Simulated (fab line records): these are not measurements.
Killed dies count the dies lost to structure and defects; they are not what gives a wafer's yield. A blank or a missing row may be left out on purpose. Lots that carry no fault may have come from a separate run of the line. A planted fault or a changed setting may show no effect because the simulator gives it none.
Which of the tools did it? | flow nand-harc | 72 wafers from 24 lots sampled at 5 of the route's 1302 steps

WHAT THE GAUGES READ, wafer by wafer
NHARC_A_SLIT_CD_MEAS_21. Usual: cd-nm at 289.7 nm, with a standard deviation of 0.95.
lot  | measured     | on        | cd-nm (nm)        | flag
L074 | day 20 08:27 | cd-sem-03 | 289.3 289.1 289.3 |
L076 | day 20 20:33 | cd-sem-01 | 290.4 290.3 290.4 |
L075 | day 20 21:13 | cd-sem-03 | 289.6 289.7 290.4 |
L079 | day 21 12:35 | cd-sem-01 | 290.5 289.7 290.2 |
L077 | day 21 08:43 | cd-sem-03 | 290.1 290.6 290.5 |
L078 | day 21 16:24 | cd-sem-03 | 289.3 287.7 288.5 |
L080 | day 22 08:35 | cd-sem-03 | 289.6 290.3 289.0 |
L082 | day 23 08:39 | cd-sem-01 | 291.2 290.9 289.4 |
L083 | day 23 16:32 | cd-sem-03 | 290.0 290.1 289.2 |
L081 | day 23 18:38 | cd-sem-01 | 289.5 290.4 289.7 |
L084 | day 24 11:12 | cd-sem-03 | 289.5 290.8 290.3 |
L085 | day 24 12:33 | cd-sem-01 | 288.9 290.5 290.3 |
L086 | day 25 08:58 | cd-sem-02 | 287.0 288.3 288.2 |
L087 | day 25 14:08 | cd-sem-03 | 289.6 290.1 289.7 |
L088 | day 26 03:35 | cd-sem-03 | 290.3 290.1 288.9 |
L089 | day 27 02:33 | cd-sem-03 | 288.6 287.9 286.3 |
L090 | day 26 22:36 | cd-sem-03 | 290.4 290.3 290.1 |
L091 | day 27 19:47 | cd-sem-02 | 288.5 288.7 290.0 |
L093 | day 27 23:33 | cd-sem-01 | 288.0 289.2 287.9 |
L092 | day 27 20:05 | cd-sem-01 | 289.5 289.6 290.6 |
L094 | day 28 03:22 | cd-sem-02 | 289.7 288.9 290.1 |
L095 | day 28 23:58 | cd-sem-01 | 290.8 290.5 291.6 |
L096 | day 29 16:16 | cd-sem-01 | 289.9 291.6 291.1 |
L097 | day 30 05:23 | cd-sem-02 | 290.9 290.0 290.6 |

WHAT TOOL EACH LOT RAN ON (gives the tool, then ch and the chambers of the sampled wafers, and finally the start)
lot  | NHARC_A_STAIRCASE_CMP_472     | NHARC_A_SGD_CUT_ETCH_59                       | NHARC_A_SGD_CUT_ETCH_15                       | NHARC_A_SGD_CUT_STRIP_17
L074 | cmp-02 ch 0,2, day 19 13:11   | rie-diel-09 ch 0,1,3, day 20 08:27 or earlier | rie-diel-09 ch 1,2,3, day 20 08:27 or earlier | rie-diel-09 ch 0,2,3, day 20 08:27 or earlier
L076 | cmp-03 ch 1,2, day 19 22:25   | rie-diel-13 ch 1,2, day 20 20:33 or earlier   | rie-diel-13 ch 0,1,3, day 20 20:33 or earlier | rie-diel-13 ch 0,1,2, day 20 20:33 or earlier
L075 | cmp-04 ch 0,2, day 19 22:32   | rie-diel-09 ch 1,2,3, day 20 21:13 or earlier | rie-diel-09 ch 1,2,3, day 20 21:13 or earlier | rie-diel-09 ch 0,3, day 20 21:13 or earlier
L079 | cmp-03 ch 0,3, day 20 13:08   | rie-diel-13 ch 1,2, day 21 12:35 or earlier   | rie-diel-13 ch 0,1,2, day 21 12:35 or earlier | rie-diel-13 ch 0,2, day 21 12:35 or earlier
L077 | cmp-03 ch 1,2,3, day 20 13:20 | rie-diel-10 ch 1,2,3, day 21 08:43 or earlier | rie-diel-10 ch 0,1, day 21 08:43 or earlier   | rie-diel-10 ch 0,2,3, day 21 08:43 or earlier
L078 | cmp-02 ch 0,1, day 20 16:53   | rie-diel-13 ch 0,1,3, day 21 16:24 or earlier | rie-diel-13 ch 0,3, day 21 16:24 or earlier   | rie-diel-13 ch 0,2,3, day 21 16:24 or earlier
L080 | cmp-02 ch 0,2,3, day 21 11:50 | rie-diel-13 ch 0,3, day 22 08:35 or earlier   | rie-diel-13 ch 2,3, day 22 08:35 or earlier   | rie-diel-13 ch 0,1,3, day 22 08:35 or earlier
L082 | cmp-03 ch 1,2,3, day 22 11:44 | rie-diel-13 ch 1,3, day 23 08:39 or earlier   | rie-diel-13 ch 0,1, day 23 08:39 or earlier   | rie-diel-13 ch 1,2, day 23 08:39 or earlier
L083 | cmp-03 ch 1,2, day 22 16:07   | rie-diel-10 ch 0,1,3, day 23 16:32 or earlier | rie-diel-10 ch 1,3, day 23 16:32 or earlier   | rie-diel-10 ch 1,2, day 23 16:32 or earlier
L081 | cmp-03 ch 0,2,3, day 22 17:34 | rie-diel-10 ch 0,2, day 23 18:38 or earlier   | rie-diel-10 ch 0,3, day 23 18:38 or earlier   | rie-diel-10 ch 0,2,3, day 23 18:38 or earlier
L084 | cmp-02 ch 0,1,3, day 23 15:40 | rie-diel-10 ch 0,1,2, day 24 11:12 or earlier | rie-diel-10 ch 1,2, day 24 11:12 or earlier   | rie-diel-10 ch 0,1,3, day 24 11:12 or earlier
L085 | cmp-04 ch 0,1,2, day 23 16:33 | rie-diel-13 ch 0,1,2, day 24 12:33 or earlier | rie-diel-13 ch 0,1,2, day 24 12:33 or earlier | rie-diel-13 ch 1,2,3, day 24 12:33 or earlier
L086 | cmp-02 ch 1,2,3, day 24 13:58 | rie-diel-10 ch 0,1, day 25 08:58 or earlier   | rie-diel-10 ch 0,1,2, day 25 08:58 or earlier | rie-diel-10 ch 0,1,3, day 25 08:58 or earlier
L087 | cmp-03 ch 1,2, day 24 14:31   | rie-diel-09 ch 0,2,3, day 25 14:08 or earlier | rie-diel-09 ch 1,2,3, day 25 14:08 or earlier | rie-diel-09 ch 2,3, day 25 14:08 or earlier
L088 | cmp-03 ch 0,3, day 25 04:56   | rie-diel-10 ch 0,1, day 26 03:35 or earlier   | rie-diel-10 ch 1,2, day 26 03:35 or earlier   | rie-diel-10 ch 0,3, day 26 03:35 or earlier
L089 | cmp-02 ch 0,1,3, day 26 00:42 | rie-diel-13 ch 0,1,2, day 27 02:33 or earlier | rie-diel-13 ch 0,1,2, day 27 02:33 or earlier | rie-diel-13 ch 0,2,3, day 27 02:33 or earlier
L090 | cmp-03 ch 0,3, day 26 02:03   | rie-diel-09 ch 1,2, day 26 22:36 or earlier   | rie-diel-09 ch 1,2, day 26 22:36 or earlier   | rie-diel-09 ch 2,3, day 26 22:36 or earlier
L091 | cmp-03 ch 0,2,3, day 27 00:12 | rie-diel-09 ch 0,2,3, day 27 19:47 or earlier | rie-diel-09 ch 1,3, day 27 19:47 or earlier   | rie-diel-09 ch 0,1,2, day 27 19:47 or earlier
L093 | cmp-02 ch 0,1,2, day 27 00:16 | rie-diel-09 ch 0,2,3, day 27 23:33 or earlier | rie-diel-09 ch 0,2,3, day 27 23:33 or earlier | rie-diel-09 ch 1,2,3, day 27 23:33 or earlier
L092 | cmp-04 ch 1,2,3, day 27 00:38 | rie-diel-10 ch 0,2,3, day 27 20:05 or earlier | rie-diel-10 ch 0,2,3, day 27 20:05 or earlier | rie-diel-10 ch 0,1,3, day 27 20:05 or earlier
L094 | cmp-04 ch 0,2, day 27 03:46   | rie-diel-09 ch 1,3, day 28 03:22 or earlier   | rie-diel-09 ch 0,1,3, day 28 03:22 or earlier | rie-diel-09 ch 0,1, day 28 03:22 or earlier
L095 | cmp-04 ch 0,3, day 28 04:01   | rie-diel-10 ch 0,2, day 28 23:58 or earlier   | rie-diel-10 ch 1,2, day 28 23:58 or earlier   | rie-diel-10 ch 0,1,2, day 28 23:58 or earlier
L096 | cmp-03 ch 0,2, day 28 15:50   | rie-diel-09 ch 1,2,3, day 29 16:16 or earlier | rie-diel-09 ch 1,3, day 29 16:16 or earlier   | rie-diel-09 ch 0,2,3, day 29 16:16 or earlier
L097 | cmp-03 ch 2,3, day 29 04:02   | rie-diel-10 ch 1,2, day 30 05:23 or earlier   | rie-diel-10 ch 1,2, day 30 05:23 or earlier   | rie-diel-10 ch 1,2, day 30 05:23 or earlier
- NHARC_A_STAIRCASE_CMP_472: polishes SiO2.
- NHARC_A_SGD_CUT_ETCH_59: etches the open film in N2/H2, target depth 260 nm, time 406.25 s.
- NHARC_A_SGD_CUT_ETCH_15: etches the open film in CH3F/O2, target depth 75 nm, time 64.3 s.
- NHARC_A_SGD_CUT_STRIP_17: strips in O2.

WHAT THE TOOLS THEMSELVES READ (means of the sampled wafers that have a number; where no wafer has one, the mark that the record gives instead)
NHARC_A_STAIRCASE_CMP_472. Usual: motor-current-A at 11.8 A, with a standard deviation of 0.89.
lot  | tool   | motor-current-A (A) | flag
L074 | cmp-02 | 12.9                |
L076 | cmp-03 | 11.4                |
L075 | cmp-04 | 12.9                |
L079 | cmp-03 | 11.5                |
L077 | cmp-03 | 11.7                |
L078 | cmp-02 | 13.0                |
L080 | cmp-02 | 11.7                |
L082 | cmp-03 | 11.4                |
L083 | cmp-03 | 11.4                |
L081 | cmp-03 | 11.5                |
L084 | cmp-02 | 12.0                |
L085 | cmp-04 | 12.9                |
L086 | cmp-02 | 11.0                |
L087 | cmp-03 | 11.3                |
L088 | cmp-03 | 11.5                |
L089 | cmp-02 | 11.6                |
L090 | cmp-03 | 11.4                |
L091 | cmp-03 | 11.3                |
L093 | cmp-02 | 11.8                |
L092 | cmp-04 | 13.1                |
L094 | cmp-04 | 12.9                |
L095 | cmp-04 | 12.5                |
L096 | cmp-03 | 11.5                |
L097 | cmp-03 | 11.7                |

NHARC_A_SGD_CUT_ETCH_59. Usual: drypump-motor-current-A 6.1 A, standard deviation 0.45; oes-product-au 1.001 a.u., standard deviation 0.0082; rf-vpp-V 431.4 V, standard deviation 2.5; showerhead-plenum-p-Torr 2.07 Torr, standard deviation 0.087; throttle-valve-pct 14.172 %, standard deviation 0.0089.
lot  | tool        | drypump-motor-current-A (A) | oes-product-au (a.u.) | rf-vpp-V (V) | showerhead-plenum-p-Torr (Torr) | throttle-valve-pct (%) | flag
L074 | rie-diel-09 | 6.0                         | 0.994                 | 430.8        | 2.10                            | 14.173                 |
L076 | rie-diel-13 | 5.9                         | 1.009                 | 430.9        | 2.07                            | 14.171                 |
L075 | rie-diel-09 | 6.1                         | 0.998                 | 431.4        | 2.04                            | 14.177                 |
L079 | rie-diel-13 | 5.9                         | 0.996                 | 431.8        | 2.07                            | 14.172                 |
L077 | rie-diel-10 | 6.1                         | 1.007                 | 431.3        | 2.05                            | 14.177                 |
L078 | rie-diel-13 | 5.7                         | 1.005                 | 431.5        | 2.07                            | 14.175                 |
L080 | rie-diel-13 | 6.2                         | 0.999                 | 431.2        | 2.04                            | 14.162                 |
L082 | rie-diel-13 | 5.3                         | 0.998                 | 432.1        | 2.10                            | 14.181                 |
L083 | rie-diel-10 | 6.1                         | 1.000                 | 432.2        | 2.13                            | 14.172                 |
L081 | rie-diel-10 | 6.1                         | 1.010                 | 431.1        | 2.06                            | 14.180                 |
L084 | rie-diel-10 | 6.1                         | 1.000                 | 431.0        | 2.03                            | 14.165                 |
L085 | rie-diel-13 | 5.8                         | 0.993                 | 431.3        | 2.06                            | 14.174                 |
L086 | rie-diel-10 | 6.0                         | 1.006                 | 432.6        | 2.11                            | 14.178                 |
L087 | rie-diel-09 | 6.1                         | 0.996                 | 431.5        | 2.10                            | 14.174                 |
L088 | rie-diel-10 | 6.0                         | 1.000                 | 432.1        | 2.08                            | 14.174                 |
L089 | rie-diel-13 | 5.9                         | 1.004                 | 431.1        | 2.06                            | 14.174                 |
L090 | rie-diel-09 | 6.4                         | 1.001                 | 427.8        | 1.95                            | 14.168                 |
L091 | rie-diel-09 | 6.1                         | 1.002                 | 431.6        | 2.09                            | 14.174                 |
L093 | rie-diel-09 | 6.1                         | 1.001                 | 431.9        | 2.09                            | 14.171                 |
L092 | rie-diel-10 | 6.2                         | 1.007                 | 431.1        | 2.07                            | 14.164                 |
L094 | rie-diel-09 | 6.0                         | 0.992                 | 431.0        | 2.03                            | 14.168                 |
L095 | rie-diel-10 | 6.1                         | 1.017                 | 431.5        | 2.06                            | 14.170                 |
L096 | rie-diel-09 | 6.1                         | 1.004                 | 430.5        | 2.03                            | 14.173                 |
L097 | rie-diel-10 | 6.2                         | 1.005                 | 428.3        | 1.96                            | 14.176                 |

NHARC_A_SGD_CUT_ETCH_15. Usual: drypump-motor-current-A 6.1 A, standard deviation 0.47; oes-product-au 0.961 a.u., standard deviation 0.02; rf-vpp-V 264.2 V, standard deviation 1.8; showerhead-plenum-p-Torr 2.48 Torr, standard deviation 0.1; throttle-valve-pct 20.663 %, standard deviation 0.0091.
lot  | tool        | drypump-motor-current-A (A) | oes-product-au (a.u.) | rf-vpp-V (V) | showerhead-plenum-p-Torr (Torr) | throttle-valve-pct (%) | flag
L074 | rie-diel-09 | 6.1                         | 0.959                 | 264.6        | 2.46                            | 20.660                 |
L076 | rie-diel-13 | 5.8                         | 0.974                 | 264.7        | 2.50                            | 20.663                 |
L075 | rie-diel-09 | 6.1                         | 0.960                 | 263.8        | 2.46                            | 20.659                 |
L079 | rie-diel-13 | 5.8                         | 0.965                 | 264.2        | 2.49                            | 20.659                 |
L077 | rie-diel-10 | 6.0                         | 0.976                 | 265.8        | 2.54                            | 20.665                 |
L078 | rie-diel-13 | 6.2                         | 0.933                 | 264.1        | 2.46                            | 20.661                 |
L080 | rie-diel-13 | 6.2                         | 0.974                 | 264.4        | 2.49                            | 20.663                 |
L082 | rie-diel-13 | 5.8                         | 0.958                 | 264.0        | 2.48                            | 20.668                 |
L083 | rie-diel-10 | 6.1                         | 0.975                 | 265.3        | 2.58                            | 20.654                 |
L081 | rie-diel-10 | 6.1                         | 0.974                 | 265.4        | 2.59                            | 20.666                 |
L084 | rie-diel-10 | 6.2                         | 0.975                 | 262.3        | 2.37                            | 20.665                 |
L085 | rie-diel-13 | 5.9                         | 0.971                 | 263.6        | 2.49                            | 20.661                 |
L086 | rie-diel-10 | 6.1                         | 0.980                 | 264.6        | 2.45                            | 20.659                 |
L087 | rie-diel-09 | 6.1                         | 0.959                 | 264.2        | 2.45                            | 20.658                 |
L088 | rie-diel-10 | 6.0                         | 0.958                 | 263.6        | 2.42                            | 20.664                 |
L089 | rie-diel-13 | 5.9                         | 0.936                 | 264.3        | 2.49                            | 20.672                 |
L090 | rie-diel-09 | 6.4                         | 0.916                 | 261.7        | 2.36                            | 20.663                 |
L091 | rie-diel-09 | 5.7                         | 0.956                 | 265.0        | 2.53                            | 20.666                 |
L093 | rie-diel-09 | 6.1                         | 0.953                 | 264.5        | 2.52                            | 20.661                 |
L092 | rie-diel-10 | 6.2                         | 0.981                 | 264.3        | 2.50                            | 20.669                 |
L094 | rie-diel-09 | 6.0                         | 0.926                 | 264.7        | 2.52                            | 20.655                 |
L095 | rie-diel-10 | 6.1                         | 0.950                 | 262.4        | 2.42                            | 20.670                 |
L096 | rie-diel-09 | 6.0                         | 0.970                 | 263.2        | 2.45                            | 20.669                 |
L097 | rie-diel-10 | 6.1                         | 0.975                 | 262.7        | 2.42                            | 20.665                 |

NHARC_A_SGD_CUT_STRIP_17. Usual: drypump-motor-current-A 6.1 A, standard deviation 0.48; oes-product-au 1.003 a.u., standard deviation 0.0088; rf-vpp-V 57.9 V, standard deviation 0.83; showerhead-plenum-p-Torr 3.57 Torr, standard deviation 0.14; throttle-valve-pct 17.038 %, standard deviation 0.0082.
lot  | tool        | drypump-motor-current-A (A) | oes-product-au (a.u.) | rf-vpp-V (V) | showerhead-plenum-p-Torr (Torr) | throttle-valve-pct (%) | flag
L074 | rie-diel-09 | 6.1                         | 1.001                 | 58.5         | 3.62                            | 17.042                 |
L076 | rie-diel-13 | 5.9                         | 1.000                 | 57.9         | 3.56                            | 17.028                 |
L075 | rie-diel-09 | 6.1                         | 1.002                 | 57.2         | 3.71                            | 17.033                 |
L079 | rie-diel-13 | 6.4                         | 1.004                 | 58.0         | 3.51                            | 17.040                 |
L077 | rie-diel-10 | 6.2                         | 1.006                 | 57.8         | 3.59                            | 17.040                 |
L078 | rie-diel-13 | 6.3                         | 1.014                 | 58.2         | 3.54                            | 17.038                 |
L080 | rie-diel-13 | 5.7                         | 1.003                 | 57.4         | 3.58                            | 17.045                 |
L082 | rie-diel-13 | 5.4                         | 1.002                 | 58.2         | 3.61                            | 17.038                 |
L083 | rie-diel-10 | 6.1                         | 1.002                 | 57.4         | 3.47                            | 17.036                 |
L081 | rie-diel-10 | 6.2                         | 1.011                 | 58.2         | 3.59                            | 17.034                 |
L084 | rie-diel-10 | 6.0                         | 1.005                 | 58.3         | 3.66                            | 17.044                 |
L085 | rie-diel-13 | 5.8                         | 1.003                 | 57.5         | 3.59                            | 17.041                 |
L086 | rie-diel-10 | 6.1                         | 1.007                 | 58.7         | 3.66                            | 17.039                 |
L087 | rie-diel-09 | 6.2                         | 0.997                 | 57.4         | 3.53                            | 17.033                 |
L088 | rie-diel-10 | 6.1                         | 1.009                 | 58.2         | 3.73                            | 17.041                 |
L089 | rie-diel-13 | 6.3                         | 1.007                 | 58.0         | 3.54                            | 17.046                 |
L090 | rie-diel-09 | 6.2                         | 0.993                 | 58.6         | 3.53                            | 17.039                 |
L091 | rie-diel-09 | 6.4                         | 0.997                 | 57.5         | 3.49                            | 17.030                 |
L093 | rie-diel-09 | 6.1                         | 0.993                 | 57.2         | 3.52                            | 17.047                 |
L092 | rie-diel-10 | 6.0                         | 0.999                 | 58.2         | 3.66                            | 17.040                 |
L094 | rie-diel-09 | 6.3                         | 0.995                 | 57.4         | 3.49                            | 17.028                 |
L095 | rie-diel-10 | 6.1                         | 1.006                 | 57.6         | 3.51                            | 17.040                 |
L096 | rie-diel-09 | 6.1                         | 1.015                 | 58.2         | 3.62                            | 17.031                 |
L097 | rie-diel-10 | 6.2                         | 1.000                 | 57.5         | 3.40                            | 17.030                 |

THE ANSWER, worked out from the rows above alone
Rule: a lot counts as off when the mean over its wafers that have a number is more than 3 standard deviations away from the usual mean. A lot without any number at a reading at which 4 lots or more have one is off too. Any other lot the step has rows for is counted as sound. First the gauges in route order, then the tools' own readings, where a lot's mean is used as printed above. The first step at which some lot is off is used, and at that step the reading that is off furthest; a lot without a number counts as furthest.
Nothing can be told from this: no lot is off at any reading shown.

WHAT THE SIMULATOR PUT IN
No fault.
